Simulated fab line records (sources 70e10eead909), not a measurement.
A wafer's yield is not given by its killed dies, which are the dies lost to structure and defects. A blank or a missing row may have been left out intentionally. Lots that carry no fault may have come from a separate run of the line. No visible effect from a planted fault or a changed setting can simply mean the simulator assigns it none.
Matching of chambers :: flow nand harc :: rie diel-01 running NHARC_A_STAIRCASE_TRIM_229: 4 sister chambers
The step chemistry O2, time 211.2 s. 15 wafers are shown with their chamber, then 7 later ones without.

WAFERS PAIRED WITH THEIR CHAMBERS
wafer: L165.1
chamber: 2
drypump motor current A (A): 6.3
showerhead plenum p Torr (Torr): 3.43
oes product au (a.u.): 1.009

wafer: L165.2
chamber: 3
drypump motor current A (A): 5.4
showerhead plenum p Torr (Torr): 3.58
oes product au (a.u.): 0.998

wafer: L165.6
chamber: 0
drypump motor current A (A): 5.9
showerhead plenum p Torr (Torr): 3.31
oes product au (a.u.): 1.020

wafer: L169.4
chamber: 3
drypump motor current A (A): 5.3
showerhead plenum p Torr (Torr): 3.57
oes product au (a.u.): 1.010

wafer: L169.5
chamber: 3
drypump motor current A (A): 5.4
showerhead plenum p Torr (Torr): 3.57
oes product au (a.u.): 1.021

wafer: L169.6
chamber: 2
drypump motor current A (A): 6.3
showerhead plenum p Torr (Torr): 3.43
oes product au (a.u.): 1.012

wafer: L170.1
chamber: 2
drypump motor current A (A): 6.2
showerhead plenum p Torr (Torr): 3.43
oes product au (a.u.): 1.006

wafer: L170.2
chamber: 1
drypump motor current A (A): 4.8
showerhead plenum p Torr (Torr): 3.29
oes product au (a.u.): 1.002

wafer: L170.4
chamber: 0
drypump motor current A (A): 5.9
showerhead plenum p Torr (Torr): 3.30
oes product au (a.u.): 1.012

wafer: L172.1
chamber: 3
drypump motor current A (A): 5.4
showerhead plenum p Torr (Torr): 3.56
oes product au (a.u.): 1.003

wafer: L172.4
chamber: 0
drypump motor current A (A): 5.9
showerhead plenum p Torr (Torr): 3.30
oes product au (a.u.): 1.018

wafer: L172.5
chamber: 3
drypump motor current A (A): 5.4
showerhead plenum p Torr (Torr): 3.56
oes product au (a.u.): 1.001

wafer: L174.1
chamber: 0
drypump motor current A (A): 5.9
showerhead plenum p Torr (Torr): 3.30
oes product au (a.u.): 1.013

wafer: L174.2
chamber: 2
drypump motor current A (A): 6.2
showerhead plenum p Torr (Torr): 3.42
oes product au (a.u.): 0.998

wafer: L174.4
chamber: 1
drypump motor current A (A): 4.7
showerhead plenum p Torr (Torr): 3.81
oes product au (a.u.): 0.993

SIGNATURES (averages over the wafers above)
reading: drypump motor current A
chamber 0: 5.900
chamber 1: 4.750
chamber 2: 6.250
chamber 3: 5.380
scatter within a chamber: 0.0457

reading: showerhead plenum p Torr
chamber 0: 3.3025
chamber 1: 3.5500
chamber 2: 3.4275
chamber 3: 3.5680
scatter within a chamber: 0.111

reading: oes product au
chamber 0: 1.01575
chamber 1: 0.99750
chamber 2: 1.00625
chamber 3: 1.00660
scatter within a chamber: 0.00695
Rule: a wafer lies at a distance from a chamber equal to the root of the sum of squares, over the readings, of (its reading less the chamber's mean, divided by the reading's scatter). If the next closest chamber is less than 2 further off than the closest, the wafer can't be placed; otherwise it belongs to the closest. How the scatter is found: for the shown wafers, subtract from each reading the mean of its chamber, square and add these, divide the total by (wafers less chambers), then take the root.

WAFERS MISSING THEIR CHAMBER
wafer: L177.1
drypump motor current A (A): 5.3
showerhead plenum p Torr (Torr): 3.56
oes product au (a.u.): 0.998

wafer: L177.3
drypump motor current A (A): 6.2
showerhead plenum p Torr (Torr): 3.42
oes product au (a.u.): 1.013

wafer: L177.4
drypump motor current A (A): 4.8
showerhead plenum p Torr (Torr): 3.80
oes product au (a.u.): 0.993

wafer: L182.2
drypump motor current A (A): 5.4
showerhead plenum p Torr (Torr): 3.56
oes product au (a.u.): 1.000

wafer: L182.3
drypump motor current A (A): 6.2
showerhead plenum p Torr (Torr): 3.42
oes product au (a.u.): 1.014

wafer: L183.1
drypump motor current A (A): 5.4
showerhead plenum p Torr (Torr): 3.55
oes product au (a.u.): 0.993

wafer: L183.2
drypump motor current A (A): 6.2
showerhead plenum p Torr (Torr): 3.41
oes product au (a.u.): 1.002

THE CHAMBER EACH PASSED THROUGH
wafer: L177.1
from the rows above: 3
in truth: 3

wafer: L177.3
from the rows above: 2
in truth: 2

wafer: L177.4
from the rows above: 1
in truth: 1

wafer: L182.2
from the rows above: 3
in truth: 3

wafer: L182.3
from the rows above: 2
in truth: 2

wafer: L183.1
from the rows above: 3
in truth: 3

wafer: L183.2
from the rows above: 2
in truth: 2
Correctly placed: 7 of 7. Left unplaced by these rows: 0. Wrongly placed: 0.
